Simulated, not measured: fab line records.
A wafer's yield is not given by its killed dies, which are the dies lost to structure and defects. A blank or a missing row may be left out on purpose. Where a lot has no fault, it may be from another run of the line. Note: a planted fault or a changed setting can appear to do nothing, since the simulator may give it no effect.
fab line records | flow n5_finfet
record: lots: 4 | wafers: 12 | last_day: 16
route steps=1938 shown BEOL_M4@1099 BEOL_M5@1112 MIM_TOP_ETCH@1851 PASSIVATION@1936
lots that met no fault: taken from a fault-free run of the same line
start_h: start of the lot's first displayed wafer, in hours after the record's first day | wait_h: hours elapsed since this lot's preceding step | " the same as in the row above | L1.1+2: several wafers, shown together as one row | - either no value or no given start | * or withheld: withheld | < > ~ a bound
route shown NAME@n: a module of which the file shows steps, and the number in the route of the first | usual: average and standard deviation across the fault-free wafers | same: alike in all rows | chamber/n: place in a boat | sites: readings site by site | _std_site: the values' standard deviation | _edge_site: mean of outer sites minus mean of inner sites | radius_mm: for every site, how far away it sits from the centre of the wafer | mask NAME#n: copy n | behind: the last tool/chamber to shape the wafer | hold: why the lot went on hold/how many hours it stayed there/how the hold came to an end | device: the transistor (n, p or np) that didn't switch | end of line: at the end of the route, the tests of the same wafers | step lacking rows: just its recipe | killed: the dies lost at the first sort to structure and to defects; this is not the yield of the wafer | map: a wafer's dies, x killed, . not, _ none there
set.NAME: setting as actually run; set.NAME@STEP: the setting as run at that earlier step | model.NAME: the simulator's own value behind a step, which no gauge read
lots at some steps of the route; a table a step, a row a wafer
services: when a tool's chamber went out of use (start_h, in hours from the record's first day, below 0 if earlier), for how many hours, and the reason
== steps ==
step: N5_BEOL_M4_ANNEAL_95
recipe: temp_c: 400 | time_s: 240 | ambient: vacuum
step: N5_BEOL_M4_SPUTTER_96
recipe: material: Cu | target_thk_a: 45 | temp_c: -20 | chamber_pressure_pa: 0.07 | power_w: withheld | time_s: 8.29
step: N5_BEOL_M4_ECD_50
recipe: material: Cu | target_thk_a: 3000
step: N5_BEOL_M4_ANNEAL_51
recipe: temp_c: 225 | time_s: 90 | ambient: N2
step: N5_BEOL_M4_CMP_52
recipe: stop_on: SiOC | t_overpolish_s: 6.8 | down_force_psi: 1 | platen_rpm: 50 | clearing_platen_down_force_psi: 1.5 | clearing_platen_rpm: 50 | post_cmp_clean: cu_alkaline | target_thk_nm: 40 | clearing_platen_pad_velocity_m_s: 0.99484 | pad_velocity_m_s: 0.99484
step: N5_BEOL_M4_PRE_CLEAN_60
recipe: gas: NH3/H2 | time_s: 15 | temp_c: * | rf_power_w: 300
step: N5_BEOL_M4_CO_CAP_55
recipe: material: Co | target_thk_a: 20 | temp_c: 200 | precursor: CCTBA/H2 | pressure_torr: 30 | time_s: 102.1
step: N5_BEOL_M4_PRE_CLEAN_56
recipe: gas: NH3 | time_s: 15 | temp_c: withheld | rf_power_w: 300
step: N5_BEOL_M4_DEP_57
recipe: material: SiCN | target_thk_a: 80 | temp_c: withheld | precursor: 3MS/NH3 | pressure_torr: 3 | rf_w: 202 | time_s: 14
step: N5_BEOL_M4_RC_MEAS_101
usual: DIBL_N: 36.3/1.2 | DIBL_P: 36.1/1.6 | IOFF_N: 0.161/0.023 | IOFF_P: 0.209/0.027 | ION_N: 676/8.9 | ION_P: 462/5.3 | SS_N: 71.5/0.51 | SS_P: 73.2/0.5 | VT_N: 249.1/2.5 | VT_P: -249.9/2.8
lot.wafer | tool      | chamber | start_h | wait_h | DIBL_N[mV/V] | DIBL_P[mV/V] | IOFF_N[nA/um] | IOFF_P[nA/um] | ION_N[uA/um] | ION_P[uA/um] | SS_N[mV/dec] | SS_P[mV/dec] | VT_N[mV] | VT_P[mV]
L682.1    | prober-02 | 0       | 182.03  | 0.0    | 35.4         | 34.6         | 0.138         | 0.187         | 670          | 460          | 71.3         | 72.8         | 252.4    | -251.8
L682.3    | "         | 0       | "       | "      | 34.7         | 33.9         | 0.127         | 0.180         | 667          | 457          | 71.2         | 72.4         | 254.7    | -250.7
L682.6    | "         | 0       | "       | "      | 35.0         | 34.1         | 0.129         | 0.174         | 673          | 462          | 70.6         | 72.8         | 253.5    | -251.3
L694.3    | prober-02 | 0       | 249.34  | 0.3    | 36.2         | 36.4         | 0.166         | 0.206         | 669          | 459          | 71.3         | 73.2         | 250.0    | -250.2
L694.5    | "         | 0       | "       | "      | 35.1         | 35.6         | 0.157         | 0.204         | 681          | 469          | 72.0         | 72.9         | 249.4    | -250.6
L694.6    | "         | 0       | "       | "      | 34.9         | 34.8         | 0.150         | 0.186         | 668          | 459          | 71.0         | 72.8         | 251.0    | -250.7
L696.2    | prober-02 | 0       | 268.85  | 0.2    | 37.9         | 39.8         | 0.212         | 0.239         | 690          | 469          | 72.2         | 73.5         | 244.8    | -250.4
L696.4    | "         | 0       | "       | "      | 36.1         | 37.9         | 0.167         | 0.207         | 691          | 469          | 71.4         | 73.0         | 246.9    | -252.0
L696.5    | "         | 0       | "       | "      | 37.4         | 40.0         | 0.206         | 0.255         | 696          | 475          | 72.4         | 74.2         | 245.6    | -247.9
L699.2    | prober-02 | 0       | 278.87  | 0.2    | 37.8         | 37.2         | 0.202         | 0.225         | 695          | 466          | 72.2         | 73.0         | 245.0    | -249.9
L699.3    | "         | 0       | "       | "      | 37.4         | 37.6         | 0.178         | 0.224         | 688          | 468          | 72.0         | 73.8         | 248.6    | -248.7
L699.4    | "         | 0       | "       | "      | 36.9         | 36.7         | 0.167         | 0.212         | 681          | 459          | 71.8         | 72.5         | 249.6    | -249.5
step: N5_BEOL_M5_ILD_DEP_00
recipe: material: SiCOH_lowk | target_thk_a: 1406.4 | temp_c: 300 | precursor: DEMS/porogen | pressure_torr: 5 | rf_w: 500 | time_s: 25.9
step: N5_BEOL_M5_CURE_79
recipe: temp_c: 385 | time_s: 240 | ambient: He/Ar | material: SiCOH_lowk
step: N5_BEOL_M5_PECVD_70
recipe: material: SiO2 | target_thk_a: 160 | temp_c: 400 | precursor: TEOS/O2 | pressure_torr: 5.5 | rf_w: 450 | teos_flow_sccm: 53.8 | gas: O2 | flow_sccm: 3000 | time_s: 18
step: N5_BEOL_M5_HM_DEP_02
recipe: material: TiN | target_thk_a: 200 | temp_c: 25 | chamber_pressure_pa: 0.49996
step: N5_BEOL_M5_COAT_59
recipe: resist: SOC | temp_c: 250 | time_s: 60 | spin_rpm: 1500 | resist_thk_nm: 60
step: N5_BEOL_M5_COAT_60
recipe: resist: SiARC | temp_c: 220 | time_s: 60 | spin_rpm: 1500 | resist_thk_nm: 12
step: N5_BEOL_M5_COAT_71
recipe: resist: underlayer | temp_c: 205 | time_s: 60 | spin_rpm: 1500 | resist_thk_nm: 5
step: N5_BEOL_M5_COAT_05
recipe: resist: CAR-EUV | spin_rpm: 1500 | resist_thk_nm: 30
step: N5_BEOL_M5_EBR_07
recipe: solvent: PGMEA | ebr_width_mm: 1.5
step: N5_BEOL_M5_SOFTBAKE_06
recipe: temp_c: 110 | time_s: 60 | resist: CAR-EUV
step: N5_BEOL_M5_EXPOSE_08
recipe: mask_id: M5 | na: 0.33 | source_shape: annular | sigma_inner: 0.4 | sigma_outer: 0.8 | polarization: unpolarized | target_cd_nm: 28 | dose_mj: 35.75
step: N5_BEOL_M5_PEB_09
recipe: peb_temp_c: 100 | peb_time_s: 60 | resist: CAR-EUV
step: N5_BEOL_M5_DEVELOP_10
recipe: develop_time_s: 30 | developer: TMAH | resist: CAR-EUV | rinse_liquid: surfactant_rinse | dry: air_spin | dev_temp_c: 23
step: N5_BEOL_M5_DESCUM_16
recipe: chemistry: O2 | time_s: 7 | source_power_w: 50 | bias_power_w: 20 | pressure_mtorr: 20 | rf_frequency_hz: 2.712e+07 | temp_c: 40 | resist: CAR-EUV | o2_flow_sccm: 225
step: N5_BEOL_M5_ETCH_72
recipe: chemistry: N2/H2 | target: underlayer | target_depth_a: 65 | mask_material: CAR-EUV | time_s: 5.2 | ion_energy_ev: 200 | pressure_mtorr: 30 | source_w: 840 | bias_w: 150 | n2_flow_sccm: 200 | h2_flow_sccm: 200 | ends: cleared
step: N5_BEOL_M5_ETCH_61
recipe: chemistry: CF4 | target: SiARC | target_depth_a: 156 | mask_material: CAR-EUV | time_s: 26 | ion_energy_ev: 80 | pressure_mtorr: 40 | source_w: 545 | bias_w: 36 | Ar_flow_sccm: 100 | cf4_flow_sccm: 100 | ends: cleared
step: N5_BEOL_M5_ETCH_62
recipe: chemistry: N2/H2 | target: SOC | target_depth_a: 750 | overetch_a: 150 | mask_material: SiARC | temp_c: 40 | time_s: 112.5 | ion_energy_ev: 200 | pressure_mtorr: 30 | source_w: 840 | bias_w: 150 | n2_flow_sccm: 200 | h2_flow_sccm: 200
step: N5_BEOL_M5_STRIP_63
recipe: chemistry: N2/H2 | temp_c: 40 | n2_flow_sccm: 200 | h2_flow_sccm: 200 | rf_frequency_hz: 6e+07
step: N5_BEOL_M5_STRIP_73
recipe: chemistry: N2/H2 | temp_c: 40 | n2_flow_sccm: 200 | h2_flow_sccm: 200 | rf_frequency_hz: 6e+07
step: N5_BEOL_M5_STRIP_64
recipe: chemistry: CF4 | resist: SiARC | power_w: 300 | bias_power_w: 75 | pressure_mtorr: 50 | cf4_flow_sccm: 150 | rf_frequency_hz: 6e+07
step: N5_BEOL_M5_HM_OPEN_17
recipe: chemistry: Cl2/BCl3 | target_depth_a: 200 | overetch_a: 60 | target: TiN | mask_material: SOC | ion_energy_ev: 150 | pressure_mtorr: 10 | icp_w: 1000 | bias_w: 126 | Cl2_flow_sccm: 53.25 | bcl3_flow_sccm: 21.75 | Ar_flow_sccm: 25
step: N5_BEOL_M5_STRIP_19
recipe: chemistry: O2 | power_w: 400 | temp_c: 40 | pressure_mtorr: 30 | rf_frequency_hz: 6e+07 | bias_power_w: 0 | overash_fraction: 0.2 | o2_flow_sccm: 225
step: N5_BEOL_M5_COAT_65
recipe: resist: SOC | temp_c: 250 | time_s: 60 | spin_rpm: 1500 | resist_thk_nm: 60
step: N5_BEOL_M5_COAT_66
recipe: resist: SiARC | temp_c: 220 | time_s: 60 | spin_rpm: 1500 | resist_thk_nm: 12
step: N5_MIM_TOP_ETCH_ETCH_00
recipe: chemistry: Cl2/BCl3 | target: TiN | target_depth_a: 385 | ion_energy_ev: 150 | pressure_mtorr: 10 | icp_w: 1000 | bias_w: 126 | Cl2_flow_sccm: 53.25 | bcl3_flow_sccm: 21.75 | Ar_flow_sccm: 25
usual: drypump_motor_current_A: 5.5/0.36 | oes_ar_750_au: 0.75/0.049 | oes_product_au: 0.76/0.052 | throttle_valve_pct: 22.8/0.32
lot.wafer | tool         | chamber | start_h | wait_h | drypump_motor_current_A | oes_ar_750_au | oes_product_au | rf_hours_counter_h | throttle_valve_pct | model.etch.depth_nm | model.MIM_TOP_ETCH.feature_depth_nm
L682.1    | rie_metal-01 | 0       | 268.21  | 0.1    | 5.3                     | 0.73          | 0.72           | 71                 | 22.6               | 39.1                | 39
L682.3    | "            | 0       | "       | "      | 5.3                     | 0.73          | 0.73           | -                  | 22.6               | 39.43               | 39.4
L682.6    | "            | 0       | "       | "      | 5.3                     | 0.73          | 0.72           | -                  | 22.6               | 39.35               | 39.4
L694.3    | rie_metal-01 | 0       | 343.79  | 0.1    | 5.2                     | 0.71          | 0.70           | -                  | 22.6               | 38.81               | 38.8
L694.5    | "            | 0       | "       | "      | 5.3                     | 0.71          | 0.71           | -                  | 22.6               | 39.06               | 39
L694.6    | "            | 1       | "       | "      | 6.1                     | 0.75          | 0.68           | -                  | 23.2               | 32.23               | 32.2
L696.2    | rie_metal-01 | 0       | 359.81  | 0.1    | 5.3                     | 0.71          | 0.70           | 80                 | 22.6               | 38.94               | 39
L696.4    | "            | 0       | "       | "      | 5.3                     | 0.71          | 0.62           | -                  | 22.6               | 32.51               | 32.6
L696.5    | "            | 1       | "       | "      | 6.1                     | 0.75          | 0.76           | -                  | 23.2               | 38.79               | 38.8
L699.2    | rie_metal-02 | 1       | 365.37  | 0.1    | 5.3                     | 0.77          | 0.78           | 43                 | 22.7               | 38.95               | 39
L699.3    | "            | 1       | "       | "      | 5.3                     | 0.78          | 0.78           | -                  | 22.7               | 39.16               | 39.2
L699.4    | "            | 0       | "       | "      | 5.5                     | 0.73          | 0.74           | -                  | 22.2               | 38.74               | 38.8
step: N5_PASSIVATION_PROBE_49
usual: defect_limited_yield: 91.3/1.5 | killed_at_M0_to_M3: 35/10 | killed_at_M4_up: 13/5.3 | killed_at_contacts: 12/5.7 | killed_at_front_end: 39/11 | killed_at_other: 3.3/2.7 | killed_dies: 102/18 | killed_on_rim: 13/4 | killed_open: 67/13 | killed_short: 34/7.8 | sort_bin_5_function: 5.1/1 | sort_bin_6_memory: 3.3/0.68 | sort_n_pass: 1078/18 | sort_yield_pct: 91.3/1.5
same: gross_dies: 1180 | killed_at_back_side: 0 | sort_bin_4_leakage[%]: 0 | sort_bin_8_speed[%]: 0
lot.wafer | tool      | chamber | start_h | wait_h | defect_limited_yield[%] | killed_at_M0_to_M3 | killed_at_M4_up | killed_at_contacts | killed_at_front_end | killed_at_other | killed_dies | killed_on_rim | killed_open | killed_short | sort_bin_5_function[%] | sort_bin_6_memory[%] | sort_n_pass | sort_yield_pct[%]
L694.6    | prober-02 | -       | 356.96  | 0.3    | 31.5                    | 52                 | 15              | 9                  | 49                  | 683             | 808         | 34            | 78          | 47           | 64.3                   | 3.8                  | 372         | 31.5
L696.4    | prober-02 | -       | 370.19  | 0.2    | 39.6                    | 35                 | 17              | 3                  | 46                  | 612             | 713         | 132           | 65          | 41           | 56.5                   | 3.6                  | 467         | 39.6
killed by level:class
L694.6 MIM_TOP_ETCH:area_etch=683 BEOL_M2:geometric_particle:open=18 FIN_SAQP:geometric_particle:short=12 BEOL_M3:geometric_particle:open=8 BEOL_M1:geometric_particle:open=7 GATE_CUT:geometric_particle:short=7 FIN_SAQP:geometric_particle:open=6 MOL_CONTACT_COAG:geometric_particle:open=6
L696.4 MIM_TOP_ETCH:area_etch=607 FIN_SAQP:geometric_particle:short=10 FIN_SAQP:geometric_particle:open=10 STI_FIN_REVEAL:geometric_particle:open=10 BEOL_M0_SAQP:geometric_particle:short=9 BEOL_M0_SAQP:geometric_particle:open=7 BEOL_M1:geometric_particle:open=7 BEOL_M4:geometric_particle:open=6
map L694.6 (x killed, . not)
_________________..x.x...xx..________________
______________........x....x...._____________
___________............xxx..x.x....__________
__________..........xxxx.xx..xx....._________
________.....x.xxxxxxxxxx.xxx..xx....._______
_______....xxxxxxxxxxx.xxxxxxxx.x.xx...______
______....x.x.xxxx.xxxxxxxx.x.xx.xxx.xxx_____
_____......xxxxxxxxxxxxxxxxxxxx.xx.xxxxx.____
____....xxx.xxxxxxxxxxxxxxxxxxxxxxxxxxxx.x___
___...x...x.xxxxxxxxxxxxxxx.xxxxxxxxxxxxxx.__
___.x...x.xxx.xxxxxxxxxxxxxxxxxxxxxx.xxxxxx__
__..xxxxxxx.xxxxxxxxxxxxxxxxxxxxxxxxxxxxx..x_
__xxxx.xxxxxxxxxxxxxxxxxxxxxxxxxxxxxxxxxxxxx_
_...xxx.xxxxxxxxxxxxxxxxxxxxxxxxxxxxxxxxxx..x
_xxxxxxx.xxxxxxxxxxxxxxxxxxxxxxxxxxxxxxxxx...
_xxx.xxxx.xxxxxxxxxxxxxxxxxxxxxxxxxxxxxxxx...
_xx.x..x...xxxxxxxxxxxxxxxxxxxxxxxxxxx....x.x
_....xxxxxxxxxxxxxxxxxxxxxxxxxxxxxxx.xxx.xx..
_.x.x.xxxxx.xxxxxxxxxxxxxxxxxxxxxxxxx.xx.x...
_x..xxxx.xx.xxx.xxxxxxxxxxxxxxxxxxxxxxx......
_x.xx.xxxxxx.xxxxxxxxxxxxxxxxxxxxxxxxx.x.....
__x..xxxxxxxxx.xxxxxxxxxxxxxxxxxxxxxxxx...x._
__..x.xxxxxxxx..xxxx.xxxxxxxxxxxxxxxxxx..x.._
___x...x.xxxxxxx.xxxxxxxxxxxxxxxxxxxx....x.__
___......xxxx.x.xxx.xxxxxxxxxxxxxxxxxxx....__
____.x....xx...xxx.x..xxx.xxxxxxxxxxxx..x.___
_____..x.xx..x....x.xx.xxxxxxxxxxxx.xx...____
______...xx...x..x.x.xx..x.xxxxxxxxxxx.x_____
_______....x.xx...xx.....x.x...xxxx.x..______
________..x......x..x.x....xx.xxxx.x.._______
__________.....x..x.x.......x.xxxxxx_________
___________......x.xxxx.....xxx..x.__________
______________....xxx...x......._____________
_________________...x.xxx....________________
map L696.4 (x killed, . not)
_________________xxxxxxxxxxxx________________
______________xxxxxxxxxxxxxxxxxx_____________
___________xxx.xxxxxx.xxxx.xxxxx.xx__________
__________xxxxxxxxx.xxx.xx.x.x...xx._________
________x.xx.....xxx.xxxx.xxx...xxxxxx_______
_______xx..xxxxxxx.xxx.xxxx...xx.x.xxxx______
______xxxxxxxx..xx..xxxx..x..xx....x.xxx_____
_____xxxxxx.xx..x.xx..xx.x.x...x...x..x.x____
____xxx.xx.xxxxx...x...xxx.............xx.___
___xxx.xx...xx..x...x.....x..........xxxxx.__
___xxxxx......x.........x.................x__
__xxxxxxx...x........x...........xx..xxx.xxx_
__xxxxxxx.x.x..x.x.....x.x..x..........xxx.x_
_xxxxxxxxx.x.x........x.....x..xx........xx..
_xxxxxxxxxxxxxx..........x.....x..........x.x
_xxxxxxxx.xxx.xxx........x.x........x......x.
_xxxxxxxxxx.x.x..xxxxx.x..xx.............xx..
_xxxxxxxxxxxxxxxxxxx...xx..x.x..x.......x..xx
_xxxxxxxxxxxxxxx.xxxxxxxxx....x..x......xx.xx
_xxxxxxxxxxxxxxxxxxxxx.x.xxx.......x.xx.x.xx.
_xxxxxxxxxxxxxxxxxxxx...x.x....x....x.xxxxx.x
__xxxxxxxxxxxxx.xxxx.x.x.x..x.xx.......x.xxx_
__xxxxxxxxxxxxxxxxx.xx....xx..xx...x.x.x...x_
___xxxxxxxxxxxxxxxxxx.x.xx.x..x....x.x.xxxx__
___xxxxxxxxxxxxxxxxx.xx..x.xxxxx..xx...xxxx__
____xxxxxxxxxxxxxx.xxx.....xxx....x...xxxx___
_____xxxxxxxxxxxxxxxx.xxx...x.x..xxx.xx.x____
______xxxxxxxxxxxx.x....x..x.x...xxx.xxx_____
_______xxxxxxxx.xxxx.x..xx...xx.x..xx..______
________xxxxxxxxxx.xxxxx..x..xxx.xxxxx_______
__________xxxxx...x..xxxx.x.x.xxxxxx_________
___________xxxxxxxxxxxx.xx.xx.xx.xx__________
______________xxxxxxx.xxxxx.x..x_____________
_________________xxxxxxxxxxxx________________
== services ==
tool         | chamber | start_h | hours | kind
rie_metal-02 | 0       | 253.58  | 26.6  | repair
rie_metal-02 | 0       | 298.84  | 63.1  | repair
rie_metal-02 | 1       | 331.14  | 4.0   | repair
== key ==
first_sign: step: N5_PASSIVATION_PROBE_49 | reading: killed_at_other | direction: up | sigmas: 99+ | usual: 3.3 | struck: 647.5
effect: step: N5_PASSIVATION_PROBE_49 | reading: sort_bin_5_function | direction: up | sigmas: 54 | usual: 5.1 | struck: 60.4
model_effect: step: N5_MIM_TOP_ETCH_ETCH_00 | value: etch.depth_nm | without: 39.03 | struck: 32.37
more_kills_born_at: N5_MIM_TOP_ETCH_ETCH_00@rie_metal-01: 1290
met_at N5_MIM_TOP_ETCH_ETCH_00
struck_wafers L694.6,L696.4
later_rows_left_out L694.6,L696.4
onset_between 268.21 343.79
fault: kind: process_parameter_drift | tool: rie_metal-01 | chamber: - | onset_h: 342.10 | steps: N5_MIM_TOP_ETCH_ETCH_00 | channel: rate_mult | offset: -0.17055 | shape: step | end_h: 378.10 | scope: struck_wafers_only
later_rows_left_out: the simulator's readings of these wafers behind a module that went badly wrong aren't trusted and aren't shown, but for the sort
